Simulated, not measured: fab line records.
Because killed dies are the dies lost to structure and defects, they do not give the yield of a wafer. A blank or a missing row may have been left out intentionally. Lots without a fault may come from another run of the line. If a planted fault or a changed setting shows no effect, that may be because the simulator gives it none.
Which tool was responsible? :: flow n5 finfet :: Sampling: 20 lots, 60 wafers, 2 of 1938 route steps

== WHAT THE GAUGES SHOWED, per wafer ==
N5_BEOL_M0_SAQP_INSPECT_42: inspects for defects (brightfield).
lot: L074
measured: day 7 08:04
on: defect inspect-01
raw defect count: 266 334 275

lot: L075
measured: day 7 09:17
on: defect inspect-02
raw defect count: 505 270 336

lot: L076
measured: day 7 09:37
on: defect inspect-01
raw defect count: 205 181 298

lot: L078
measured: day 7 09:47
on: defect inspect-01
raw defect count: 449 262 360

lot: L077
measured: day 7 10:11
on: defect inspect-01
raw defect count: 364 226 295

lot: L080
measured: day 7 10:21
on: defect inspect-02
raw defect count: 224 356 338

lot: L079
measured: day 7 10:34
on: defect inspect-01
raw defect count: 223 162 165

lot: L082
measured: day 7 13:31
on: defect inspect-02
raw defect count: 284 485 386

lot: L081
measured: day 7 16:08
on: defect inspect-02
raw defect count: 237 257 183

lot: L083
measured: day 8 02:17
on: defect inspect-01
raw defect count: 347 300 316

lot: L084
measured: day 8 04:03
on: defect inspect-01
raw defect count: 372 330 251

lot: L085
measured: day 8 15:48
on: defect inspect-01
raw defect count: 348 454 381

lot: L087
measured: day 9 00:04
on: defect inspect-01
raw defect count: 400 353 368

lot: L088
measured: day 9 04:22
on: defect inspect-01
raw defect count: 471 326 339

lot: L090
measured: day 9 18:50
on: defect inspect-01
raw defect count: 326 239 196

lot: L091
measured: day 10 00:40
on: defect inspect-02
raw defect count: 287 212 263

lot: L093
measured: day 10 12:31
on: defect inspect-01
raw defect count: 433 507 294

lot: L094
measured: day 10 19:22
on: defect inspect-01
raw defect count: 311 215 243

lot: L095
measured: day 11 00:37
on: defect inspect-02
raw defect count: 345 342 278

lot: L097
measured: day 11 11:05
on: defect inspect-01
raw defect count: 277 299 239

== WHAT TOOL EACH LOT RAN ON (gives the tool, then ch and the chambers of the sampled wafers, and finally the start) ==
lot: L074
N5_BEOL_M0_SAQP_ETCH_106: rie diel-05 ch 0,2,3, day 7 05:01

lot: L075
N5_BEOL_M0_SAQP_ETCH_106: rie diel-04 ch 1,2, day 7 05:14

lot: L076
N5_BEOL_M0_SAQP_ETCH_106: rie diel-02 ch 0,1, day 7 05:17

lot: L078
N5_BEOL_M0_SAQP_ETCH_106: rie diel-04 ch 0,1,2, day 7 05:35

lot: L077
N5_BEOL_M0_SAQP_ETCH_106: rie diel-02 ch 0,2,3, day 7 06:14

lot: L080
N5_BEOL_M0_SAQP_ETCH_106: rie diel-02 ch 1,2,3, day 7 06:58

lot: L079
N5_BEOL_M0_SAQP_ETCH_106: rie diel-02 ch 0,1,2, day 7 07:19

lot: L082
N5_BEOL_M0_SAQP_ETCH_106: rie diel-04 ch 2,3, day 7 11:44

lot: L081
N5_BEOL_M0_SAQP_ETCH_106: rie diel-05 ch 0,1, day 7 14:30

lot: L083
N5_BEOL_M0_SAQP_ETCH_106: rie diel-02 ch 2,3, day 7 23:40

lot: L084
N5_BEOL_M0_SAQP_ETCH_106: rie diel-05 ch 0,3, day 8 02:35

lot: L085
N5_BEOL_M0_SAQP_ETCH_106: rie diel-04 ch 2,3, day 8 13:10

lot: L087
N5_BEOL_M0_SAQP_ETCH_106: rie diel-04 ch 0,2,3, day 8 22:29

lot: L088
N5_BEOL_M0_SAQP_ETCH_106: rie diel-04 ch 0,1,3, day 9 02:46

lot: L090
N5_BEOL_M0_SAQP_ETCH_106: rie diel-02 ch 0,1,3, day 9 17:23

lot: L091
N5_BEOL_M0_SAQP_ETCH_106: rie diel-04 ch 0,1,3, day 9 22:52

lot: L093
N5_BEOL_M0_SAQP_ETCH_106: rie diel-04 ch 0,1,2, day 10 11:00

lot: L094
N5_BEOL_M0_SAQP_ETCH_106: rie diel-05 ch 1,2,3, day 10 17:02

lot: L095
N5_BEOL_M0_SAQP_ETCH_106: rie diel-05 ch 0,2,3, day 10 23:10

lot: L097
N5_BEOL_M0_SAQP_ETCH_106: rie diel-02 ch 0,2,3, day 11 09:31
- N5_BEOL_M0_SAQP_ETCH_106: etches SOC in N2/H2, stops on SiNx, target depth 150 nm.

== WHAT THE TOOLS THEMSELVES READ (means of the sampled wafers that have a number; where no wafer has one, the mark that the record gives instead) ==
N5_BEOL_M0_SAQP_ETCH_106.
lot: L074
tool: rie diel-05
drypump motor current A (A): 5.84
oes product au (a.u.): 0.71
rf vpp V (V): 240.2
showerhead plenum p Torr (Torr): 2.49
throttle valve pct (%): 17.82

lot: L075
tool: rie diel-04
drypump motor current A (A): 5.90
oes product au (a.u.): 0.71
rf vpp V (V): 241.5
showerhead plenum p Torr (Torr): 2.61
throttle valve pct (%): 17.85

lot: L076
tool: rie diel-02
drypump motor current A (A): 5.66
oes product au (a.u.): 0.68
rf vpp V (V): 240.5
showerhead plenum p Torr (Torr): 2.57
throttle valve pct (%): 17.86

lot: L078
tool: rie diel-04
drypump motor current A (A): 5.79
oes product au (a.u.): 0.71
rf vpp V (V): 241.3
showerhead plenum p Torr (Torr): 2.57
throttle valve pct (%): 17.92

lot: L077
tool: rie diel-02
drypump motor current A (A): 5.50
oes product au (a.u.): 0.69
rf vpp V (V): 240.0
showerhead plenum p Torr (Torr): 2.52
throttle valve pct (%): 18.03

lot: L080
tool: rie diel-02
drypump motor current A (A): 5.68
oes product au (a.u.): 0.67
rf vpp V (V): 239.7
showerhead plenum p Torr (Torr): 2.59
throttle valve pct (%): 18.02

lot: L079
tool: rie diel-02
drypump motor current A (A): 5.59
oes product au (a.u.): 0.69
rf vpp V (V): 241.2
showerhead plenum p Torr (Torr): 2.57
throttle valve pct (%): 17.92

lot: L082
tool: rie diel-04
drypump motor current A (A): 5.59
oes product au (a.u.): 0.70
rf vpp V (V): 239.3
showerhead plenum p Torr (Torr): 2.45
throttle valve pct (%): 18.05

lot: L081
tool: rie diel-05
drypump motor current A (A): 5.17
oes product au (a.u.): 0.81
rf vpp V (V): 241.3
showerhead plenum p Torr (Torr): 2.57
throttle valve pct (%): 17.59

lot: L083
tool: rie diel-02
drypump motor current A (A): 5.64
oes product au (a.u.): 0.67
rf vpp V (V): 241.3
showerhead plenum p Torr (Torr): 2.58
throttle valve pct (%): 18.09

lot: L084
tool: rie diel-05
drypump motor current A (A): 5.67
oes product au (a.u.): 0.80
rf vpp V (V): 241.2
showerhead plenum p Torr (Torr): 2.59
throttle valve pct (%): 17.72

lot: L085
tool: rie diel-04
drypump motor current A (A): 5.67
oes product au (a.u.): 0.68
rf vpp V (V): 240.1
showerhead plenum p Torr (Torr): 2.48
throttle valve pct (%): 18.00

lot: L087
tool: rie diel-04
drypump motor current A (A): 5.66
oes product au (a.u.): 0.69
rf vpp V (V): 239.9
showerhead plenum p Torr (Torr): 2.48
throttle valve pct (%): 18.03

lot: L088
tool: rie diel-04
drypump motor current A (A): 5.70
oes product au (a.u.): 0.70
rf vpp V (V): 240.1
showerhead plenum p Torr (Torr): 2.53
throttle valve pct (%): 18.03

lot: L090
tool: rie diel-02
drypump motor current A (A): 5.55
oes product au (a.u.): 0.77
rf vpp V (V): 239.5
showerhead plenum p Torr (Torr): 2.51
throttle valve pct (%): 17.85

lot: L091
tool: rie diel-04
drypump motor current A (A): 5.70
oes product au (a.u.): 0.70
rf vpp V (V): 240.1
showerhead plenum p Torr (Torr): 2.53
throttle valve pct (%): 18.04

lot: L093
tool: rie diel-04
drypump motor current A (A): 5.79
oes product au (a.u.): 0.77
rf vpp V (V): 240.4
showerhead plenum p Torr (Torr): 2.56
throttle valve pct (%): 17.84

lot: L094
tool: rie diel-05
drypump motor current A (A): 5.77
oes product au (a.u.): 0.83
rf vpp V (V): 242.1
showerhead plenum p Torr (Torr): 2.61
throttle valve pct (%): 17.69

lot: L095
tool: rie diel-05
drypump motor current A (A): 5.84
oes product au (a.u.): 0.78
rf vpp V (V): 241.2
showerhead plenum p Torr (Torr): 2.58
throttle valve pct (%): 17.71

lot: L097
tool: rie diel-02
drypump motor current A (A): 5.50
oes product au (a.u.): 0.85
rf vpp V (V): 240.0
showerhead plenum p Torr (Torr): 2.51
throttle valve pct (%): 17.78

== THE ANSWER, worked out from the rows above alone ==
Rule: what is usual is taken from the lots themselves. Put in order of their means at a reading, lots are off if they are a third of the lots or fewer, leave a main group of 4 or more, and stand apart from it by a gap of 3 or more times the standard deviation of the main group's means; of several such gaps the widest counts. A main group is skipped when, at the precision printed for the reading in the tables above, its means are all equal. Also off: a lot with no number at a reading for which 4 or more lots have one. All remaining lots with rows at the step are treated as sound. First the gauges in route order, then the tools' own readings, where a lot's mean is used as printed above. The first step at which some lot is off is used, and at that step the reading that is off furthest; a lot without a number counts as furthest.
Across all readings shown, no lot is off: no conclusion can be drawn from this.

== WHAT THE SIMULATOR HAD PUT IN ==
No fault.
